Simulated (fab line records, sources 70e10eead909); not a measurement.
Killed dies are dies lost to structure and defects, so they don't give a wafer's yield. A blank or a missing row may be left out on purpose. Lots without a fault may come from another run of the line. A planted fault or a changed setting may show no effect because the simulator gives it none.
Which tool did it? | flow nand_harc | 13 lots, 39 wafers sampled, at 6 steps of a route of 1159

WHAT THE GAUGES READ, wafer by wafer
NHARC_A_START_INSPECT_01.
lot  | measured     | on                | raw_defect_count
L917 | day 6 08:48  | defect_inspect-02 | 4 1 2
L918 | day 7 05:52  | defect_inspect-02 | 4 6 4
L919 | day 7 06:50  | defect_inspect-02 | 4 5 1
L920 | day 7 07:17  | defect_inspect-01 | 4 6 3
L922 | day 7 18:05  | defect_inspect-02 | 4 3 2
L921 | day 7 18:52  | defect_inspect-01 | 3 0 1
L926 | day 8 21:40  | defect_inspect-02 | 3 3 0
L931 | day 10 08:49 | defect_inspect-01 | 3 4 5
L933 | day 10 18:29 | defect_inspect-01 | 3 3 3
L935 | day 10 23:38 | defect_inspect-02 | 3 5 2
L936 | day 11 03:02 | defect_inspect-01 | 5 4 4
L937 | day 11 12:55 | defect_inspect-02 | 3 4 7
L938 | day 11 13:10 | defect_inspect-01 | 3 6 4

NHARC_A_ZERO_WELL_INSPECT_17.
lot  | measured     | on                | raw_defect_count
L917 | day 6 11:31  | defect_inspect-02 | 7 4 5
L918 | day 7 08:11  | defect_inspect-01 | 15 9 10
L919 | day 7 09:09  | defect_inspect-01 | 10 12 27
L920 | day 7 09:43  | defect_inspect-02 | 11 18 18
L922 | day 7 20:23  | defect_inspect-01 | 4 8 7
L921 | day 7 21:11  | defect_inspect-01 | 14 7 9
L926 | day 8 23:59  | defect_inspect-02 | 7 2 10
L931 | day 10 11:17 | defect_inspect-02 | 7 8 5
L933 | day 10 20:50 | defect_inspect-01 | 25 16 22
L935 | day 11 01:56 | defect_inspect-01 | 7 11 13
L936 | day 11 05:15 | defect_inspect-01 | 6 8 4
L937 | day 11 15:13 | defect_inspect-02 | 3 3 6
L938 | day 11 15:29 | defect_inspect-02 | 10 9 7

NHARC_A_SOURCE_PLATE_THK_MEAS_09: measures by ellipsometry.
lot  | measured     | on            | thk_nm (nm)
L917 | day 6 18:37  | film_metro-01 | 9.6 10.1 10.1
L918 | day 7 15:38  | film_metro-01 | 8.6 9.0 10.7
L919 | day 7 15:38  | film_metro-02 | 9.8 10.8 11.2
L920 | day 7 15:38  | film_metro-01 | 9.4 10.0 9.6
L922 | day 8 03:50  | film_metro-01 | 9.9 10.5 11.3
L921 | day 8 03:50  | film_metro-02 | 10.5 9.8 8.2
L926 | day 9 07:23  | film_metro-01 | 8.3 6.5 8.3
L931 | day 10 18:14 | film_metro-01 | 8.6 10.6 9.5
L933 | day 11 03:53 | film_metro-02 | 6.9 9.9 9.0
L935 | day 11 11:07 | film_metro-02 | 9.6 8.9 9.9
L936 | day 11 11:07 | film_metro-01 | 10.0 10.2 9.4
L937 | day 11 23:23 | film_metro-02 | 9.9 10.3 8.5
L938 | day 11 23:24 | film_metro-01 | 9.9 11.1 10.3

NHARC_A_ONON_D1_THK_MEAS_05: measures by ellipsometry.
lot  | measured     | on            | thk_nm (nm)
L917 | day 7 09:23  | film_metro-01 | 996 995 996
L918 | day 8 07:11  | film_metro-01 | 1003 1001 1004
L919 | day 8 07:12  | film_metro-02 | 991 993 990
L920 | day 8 07:12  | film_metro-02 | 1005 1005 1005
L922 | day 8 20:44  | film_metro-02 | 1018 1018 1019
L921 | day 8 20:47  | film_metro-01 | 986 986 988
L926 | day 9 21:47  | film_metro-01 | 999 999 999
L931 | day 11 08:50 | film_metro-02 | 984 1560 986
L933 | day 11 18:13 | film_metro-01 | 995 995 996
L935 | day 12 01:46 | film_metro-02 | 1013 1015 1012
L936 | day 12 01:46 | film_metro-01 | 1015 1013 1015
L937 | day 12 13:49 | film_metro-01 | 1022 1021 1020
L938 | day 12 13:46 | film_metro-02 | 996 994 993

NHARC_END_SORT_01.
lot  | measured     | on        | killed_at_array | killed_at_other | killed_at_periphery | killed_dies | killed_open | killed_short
L931 | day 22 09:38 | prober-02 | 40 673 32       | 1 0 0           | 5 4 7               | 46 677 39   | 4 4 1       | 3 4 4

WHICH TOOL RAN EACH LOT (tool, then ch and the chambers of the sampled wafers, then the start)
lot  | NHARC_A_ONON_D1_DEP_03
L917 | pecvd_onon-01 ch 0, day 7 08:56
L918 | pecvd_onon-02 ch 0, day 8 06:45
L919 | pecvd_onon-01 ch 0, day 8 06:52
L920 | pecvd_onon-04 ch 0, day 8 06:42
L922 | pecvd_onon-02 ch 0, day 8 20:13
L921 | pecvd_onon-01 ch 0, day 8 20:20
L926 | pecvd_onon-04 ch 0, day 9 21:17
L931 | pecvd_onon-02 ch 0, day 11 08:23
L933 | pecvd_onon-01 ch 0, day 11 17:42
L935 | pecvd_onon-04 ch 0, day 12 01:16
L936 | pecvd_onon-01 ch 0, day 12 01:16
L937 | pecvd_onon-04 ch 0, day 12 13:21
L938 | pecvd_onon-01 ch 0, day 12 13:14
- NHARC_A_ONON_D1_DEP_03: target thk 1000 nm.

WHAT THE TOOLS THEMSELVES READ (means of the sampled wafers that have a number; where no wafer has one, the mark that the record gives instead)
The record holds no such reading with a usual standard deviation.

THE ANSWER, worked out from the rows above alone
Rule: what is usual is taken from the lots themselves. Put in order of their means at a reading, lots are off if they are a third of the lots or fewer, leave a main group of 4 or more, and stand apart from it by a gap of 3 or more times the standard deviation of the main group's means; of several such gaps the widest counts. A main group whose means are all the same, to the digits that the tables above print for the reading, isn't used. A lot without any number at a reading at which 4 lots or more have one is off too. The other lots that the step has rows for count as sound. The gauges are gone through in route order, then the tools' own readings, and for those a lot's mean is taken as printed above. The first step at which some lot is off is used, and at that step the reading that is off furthest; a lot without a number counts as furthest.
Off: L931, at NHARC_A_ONON_D1_THK_MEAS_05 (thk_nm). The main group: mean 1003 nm, standard deviation 11.
A tool fits if, at a process step before that reading, it ran every lot that is off, and no sound lot after the first of them. The gauges at NHARC_A_ONON_D1_THK_MEAS_05 are tried like those tools. One fits: pecvd_onon-02 at NHARC_A_ONON_D1_DEP_03. Its last sound lot is L922 (day 8 20:13), its first lot that is off L931 (day 11 08:23): a fault that began between those two fits.

WHAT THE SIMULATOR HAD PUT IN
Process parameter drift: pecvd_onon-02, from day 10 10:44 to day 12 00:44, at NHARC_A_ONON_D1_DEP_03. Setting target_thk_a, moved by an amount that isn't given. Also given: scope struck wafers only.
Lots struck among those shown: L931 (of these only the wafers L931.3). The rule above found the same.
